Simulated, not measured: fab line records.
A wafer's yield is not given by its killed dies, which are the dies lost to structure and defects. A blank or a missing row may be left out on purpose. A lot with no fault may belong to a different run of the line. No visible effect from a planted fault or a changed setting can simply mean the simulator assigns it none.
Matching of chambers + flow n5_finfet + N5_BEOL_M2_CMP_52 on cmp-01: 4 sister chambers
The step polishes, stops on SiOC, t overpolish 6.8 s, target thk 40 nm. 24 wafers are shown with their chamber, then 12 later ones without.

WAFERS, EACH WITH ITS CHAMBER
| wafer  | chamber | motor_current_A (A) | barrier_field_endpoint_s (s) | clearing_platen_down_force_psi (psi) |
|--------|---------|---------------------|------------------------------|--------------------------------------|
| L074.1 | 3       | 6.5                 | 24.4                         | 1.5004                               |
| L074.2 | 0       | 5.6                 | 24.6                         | 1.5015                               |
| L074.3 | 2       | 5.5                 | 25.2                         | 1.4975                               |
| L075.1 | 0       | 5.7                 | 25.2                         | 1.5027                               |
| L075.5 | 3       | 6.3                 | 26.1                         | 1.5012                               |
| L075.6 | 2       | 5.7                 | 25.0                         | 1.4970                               |
| L078.3 | 1       | 6.1                 | 24.7                         | 1.5038                               |
| L078.4 | 3       | 6.3                 | 24.9                         | 1.5022                               |
| L078.6 | 3       | 6.2                 | 25.4                         | 1.4971                               |
| L083.2 | 1       | 6.7                 | 24.5                         | 1.5040                               |
| L083.5 | 3       | 6.6                 | 25.3                         | 1.4989                               |
| L083.6 | 0       | 5.9                 | 24.6                         | 1.4907                               |
| L082.1 | 1       | 6.1                 | 24.6                         | 1.4955                               |
| L082.4 | 2       | 5.8                 | 24.6                         | 1.5012                               |
| L082.5 | 3       | 6.7                 | 25.4                         | 1.5031                               |
| L084.1 | 1       | 6.2                 | 24.3                         | 1.5088                               |
| L084.4 | 2       | 5.3                 | 24.5                         | 1.5001                               |
| L084.5 | 2       | 5.4                 | 24.8                         | 1.4983                               |
| L087.3 | 0       | 5.9                 | 24.0                         | 1.5009                               |
| L087.4 | 2       | 5.3                 | 23.7                         | 1.4975                               |
| L087.6 | 0       | 6.0                 | 24.3                         | 1.5020                               |
| L092.1 | 3       | 6.3                 | 24.5                         | 1.4975                               |
| L092.2 | 2       | 5.5                 | 24.4                         | 1.4967                               |
| L092.3 | 1       | 6.2                 | 23.5                         | 1.5000                               |

SIGNATURES (averages over the wafers above)
| reading                        | chamber 0 | chamber 1 | chamber 2 | chamber 3 | scatter within a chamber |
|--------------------------------|-----------|-----------|-----------|-----------|--------------------------|
| motor_current_A                | 5.820     | 6.260     | 5.500     | 6.414     | 0.199                    |
| barrier_field_endpoint_s       | 24.540    | 24.320    | 24.600    | 25.143    | 0.512                    |
| clearing_platen_down_force_psi | 1.499560  | 1.502420  | 1.498329  | 1.500057  | 0.00352                  |
Rule: for each reading, subtract the chamber's mean from the wafer's reading, divide by that reading's scatter and square the result; add these up over the readings and take the root, which gives the wafer's distance from the chamber. If the next closest chamber is less than 2 further off than the closest, the wafer can't be placed; otherwise it belongs to the closest. How the scatter is found: for the shown wafers, subtract from each reading the mean of its chamber, square and add these, divide the total by (wafers less chambers), then take the root.

WAFERS WHOSE CHAMBER IS MISSING
| wafer  | motor_current_A (A) | barrier_field_endpoint_s (s) | clearing_platen_down_force_psi (psi) |
|--------|---------------------|------------------------------|--------------------------------------|
| L091.1 | 5.6                 | 23.6                         | 1.4979                               |
| L091.4 | 5.8                 | 25.0                         | 1.5070                               |
| L091.6 | 5.9                 | 24.8                         | 1.5018                               |
| L093.3 | 5.6                 | 24.2                         | 1.4993                               |
| L093.4 | 6.1                 | 24.3                         | 1.5011                               |
| L093.6 | 6.2                 | 25.0                         | 1.4981                               |
| L095.2 | 6.0                 | 24.4                         | 1.5017                               |
| L095.3 | 6.3                 | 24.6                         | 1.5005                               |
| L095.6 | 6.0                 | 25.0                         | 1.5002                               |
| L097.1 | 6.2                 | 24.5                         | 1.5024                               |
| L097.4 | 6.2                 | 24.8                         | 1.5008                               |
| L097.6 | 5.5                 | 25.4                         | 1.5015                               |

WHICH CHAMBER EACH WENT THROUGH
| wafer  | from the rows above               | in truth |
|--------|-----------------------------------|----------|
| L091.1 | can't be placed: 2 or 0 or 1      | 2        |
| L091.4 | can't be placed: 0 or 1 or 2 or 3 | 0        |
| L091.6 | can't be placed: 0 or 1 or 2 or 3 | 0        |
| L093.3 | can't be placed: 2 or 0           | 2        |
| L093.4 | can't be placed: 1 or 0 or 3      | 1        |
| L093.6 | can't be placed: 3 or 1 or 0      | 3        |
| L095.2 | can't be placed: 0 or 1 or 3 or 2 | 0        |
| L095.3 | can't be placed: 1 or 3 or 0      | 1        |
| L095.6 | can't be placed: 0 or 1 or 3 or 2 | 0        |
| L097.1 | can't be placed: 1 or 3 or 0      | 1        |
| L097.4 | can't be placed: 1 or 3 or 0      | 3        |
| L097.6 | can't be placed: 2 or 0           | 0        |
Correctly placed: 0 of 12. These rows do not allow placing 12 (true chamber among the candidates in 12). Wrongly placed: 0.
